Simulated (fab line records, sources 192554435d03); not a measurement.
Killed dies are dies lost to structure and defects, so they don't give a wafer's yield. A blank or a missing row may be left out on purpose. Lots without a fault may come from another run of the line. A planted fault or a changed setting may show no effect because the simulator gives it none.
Split-lot experiment | flow n5_finfet | 7 lots, 21 wafers read, on a route of 1938 steps

THE SPLIT
At N5_BEOL_M9_TRENCH_ETCH_37 (etches SiCOH lowk in C4F6/O2, target depth 151.43 nm, time 49 s), the setting bias_w was moved away from the recipe's 185 W on 7 of the 21 wafers read, by -17.4% to +12.6%. The other wafers ran this setting at the recipe's value.

FROM THE SPLIT TO THE READING: what the file shows between them, 11 steps
- N5_BEOL_M9_ETCH_41: etches SiCN in CH3F/O2, target depth 36.6 nm, time 70.1 s
- N5_BEOL_M9_STRIP_80: strips in N2/H2, time 10 s
- N5_BEOL_M9_OCD_MEAS_38
- N5_BEOL_M9_HM_STRIP_39: strips TiN in peroxide tin strip, target depth 25 nm, time 158 s
- N5_BEOL_M9_SRD_40: time 30 s
- N5_BEOL_M9_ECD_50: material Cu, target thk 318 nm
- N5_BEOL_M9_ANNEAL_51: time 90 s
- N5_BEOL_M9_CMP_52: polishes, stops on SiCOH lowk, t overpolish 7 s, target thk 140 nm
- N5_BEOL_M9_THK_MEAS_53: measures by xrf
- N5_BEOL_M9_PRE_CLEAN_55: time 15 s
- N5_BEOL_M9_DEP_56: deposits SiCN from 3MS/NH3, target thk 15 nm, time 26.5 s

THE READING
M9_RS, in ohm/sq, at N5_BEOL_M9_RS_MEAS_57 (measures by four-point-probe). Fault-free wafers of this fab line usually give 0.151 ohm/sq, standard deviation 0.0033 ohm/sq.

wafer  | tool, chamber at the split | bias_w as run, W | against the recipe | M9_RS, ohm/sq | against lot-mates on the recipe
L076.1 | rie_diel-06, 3             | 152.9            | -17.4%             | 0.166         | +0.014
L076.4 | rie_diel-06, 1             | 185              | recipe             | 0.151         | -
L076.5 | rie_diel-06, 0             | 185              | recipe             | 0.154         | -
L080.4 | rie_diel-06, 3             | 185              | recipe             | 0.156         | -
L080.5 | rie_diel-06, 2             | 185              | recipe             | 0.152         | -
L080.6 | rie_diel-06, 1             | 185              | recipe             | 0.157         | -
L079.3 | rie_diel-06, 2             | 185              | recipe             | 0.149         | -
L079.4 | rie_diel-06, 2             | 185              | recipe             | 0.152         | -
L079.6 | rie_diel-06, 3             | 185              | recipe             | 0.154         | -
L084.1 | rie_diel-06, 0             | 208.3            | +12.6%             | 0.141         | -0.013
L084.4 | rie_diel-06, 2             | 208.3            | +12.6%             | 0.144         | -0.010
L084.5 | rie_diel-06, 3             | 185              | recipe             | 0.154         | -
L090.1 | rie_diel-02, 2             | 173.8            | -6.1%              | 0.152         | -0.002
L090.2 | rie_diel-02, 1             | 173.8            | -6.1%              | 0.157         | +0.003
L090.4 | rie_diel-02, 0             | 185              | recipe             | 0.154         | -
L095.1 | rie_diel-02, 0             | 185              | recipe             | 0.149         | -
L095.2 | rie_diel-02, 2             | 156.1            | -15.6%             | 0.154         | +0.006
L095.4 | rie_diel-02, 1             | 185              | recipe             | 0.148         | -
L097.1 | rie_diel-05, 2             | 185              | recipe             | 0.151         | -
L097.5 | rie_diel-05, 2             | 185              | recipe             | 0.152         | -
L097.6 | rie_diel-05, 3             | 163.4            | -11.7%             | 0.163         | +0.012

THE FIT
A straight line over all 21 wafers: M9_RS changes by -0.00063 ohm/sq for each +1% of bias_w; r = -0.82; the points scatter about the line by 0.0033 ohm/sq.
The same after taking each lot's own level away (the mean of its wafers on the recipe; 21 wafers): -0.00072 ohm/sq for each +1%; r = -0.90; scatter 0.0026 ohm/sq.
On that fit, the largest move of bias_w shifts the reading by 0.012 ohm/sq.
The lots' own levels span 0.1485 to 0.1550 ohm/sq, that is 2.0 times the standard deviation above.
So the lot-to-lot level changes the slope: the two fits differ.
Check: with one of the wafers moved furthest among these (-17.4%) left out of the fit, the line predicts +0.0111 ohm/sq for it against its lot-mates. It came out at +0.0135 ohm/sq against them.
Tool readings at the split's step, against how far the setting was moved: rf_vpp_V r = +0.99.

OTHER SPLITS ON THESE WAFERS
These wafers also went through other splits before the reading. Each is held against what the fit with the lots' levels taken away leaves over:
other split on the same wafers    | wafers away from the commonest value | r with M9_RS (lot level and that fit taken away)
N5_BEOL_M9_HM_DEP_02 target_thk_a | 7                                    | +0.20

THE WHOLE CHAIN: every reading that the file lists as answering this split, in the file's order
step                      | what it does                                                       | reading                                                                      | change (the file's fit)               | r (the file's)
N5_BEOL_M9_TRENCH_ETCH_37 | etches SiCOH lowk in C4F6/O2, target depth 151.43 nm, time 49 s    | rf_vpp_V                                                                     | +5.02 V for each +1% of the setting   | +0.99
N5_BEOL_M9_TRENCH_ETCH_37 | etches SiCOH lowk in C4F6/O2, target depth 151.43 nm, time 49 s    | BEOL_M9.feature_depth_nm (the simulator's own value, which no gauge read)    | +0.498 nm for each +1% of the setting | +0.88
N5_BEOL_M9_TRENCH_ETCH_37 | etches SiCOH lowk in C4F6/O2, target depth 151.43 nm, time 49 s    | etch.depth_nm (the simulator's own value, which no gauge read)               | +0.496 nm for each +1% of the setting | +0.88
N5_BEOL_M9_OCD_MEAS_38    |                                                                    | trench_depth_nm                                                              | +0.483 nm for each +1% of the setting | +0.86
N5_BEOL_M9_CMP_52         | polishes, stops on SiCOH lowk, t overpolish 7 s, target thk 140 nm | Cu_of_BEOL_M9_ECD_50.thk_nm (the simulator's own value, which no gauge read) | +0.539 nm for each +1% of the setting | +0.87
N5_BEOL_M9_THK_MEAS_53    | measures by xrf                                                    | M9_THK                                                                       | +0.53 for each +1% of the setting     | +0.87
N5_BEOL_M9_RS_MEAS_57     | measures by four-point-probe                                       | M9_RS                                                                        | -0.000688 for each +1% of the setting | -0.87

THE FILE'S OWN FIT
M9_RS changes by -0.000688 ohm/sq for each +1% of bias_w, r = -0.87.
